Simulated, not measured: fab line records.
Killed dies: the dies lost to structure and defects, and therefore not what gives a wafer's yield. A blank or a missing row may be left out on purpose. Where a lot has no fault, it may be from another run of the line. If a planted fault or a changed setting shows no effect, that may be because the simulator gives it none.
Chamber matching ; flow n5 finfet ; N5_BEOL_M1_STRIP_36 on rie diel-03 has 4 sister chambers
The step strips in N2/H2. 4 wafers are shown with their chamber, then 9 later ones without.

## WAFERS PAIRED WITH THEIR CHAMBERS
wafer;chamber;showerhead plenum p Torr (Torr)
L082.3;3;2.62
L087.1;2;2.57
L087.2;0;2.50
L087.4;1;2.39

## WAFERS WITH NO CHAMBER GIVEN
wafer;showerhead plenum p Torr (Torr)
L089.1;2.50
L089.4;2.61
L089.6;2.61
L093.2;2.56
L093.3;2.50
L093.5;2.38
L097.3;2.61
L097.5;2.61
L097.6;2.56

## CHAMBER TAKEN BY EACH
wafer;from the rows above;in truth
L089.1;0;0
L089.4;3;3
L089.6;3;3
L093.2;2;2
L093.3;0;0
L093.5;1;1
L097.3;3;3
L097.5;3;3
L097.6;2;2
9 of 9 placed correctly. Not placeable from these rows: 0. Wrongly placed: 0.
How it was worked out, from the rows above alone: a wafer's distance from a chamber is the root of the sum, over the readings, of the square of ((its reading less the chamber's mean) divided by the reading's scatter). If the next closest chamber is less than 2 further off than the closest, the wafer can't be placed; otherwise it belongs to the closest. Each chamber's mean is taken over the wafers shown for it. The scatter: root of mean squared gap, hidden wafer to nearest shown wafer, with one shown wafer a chamber.
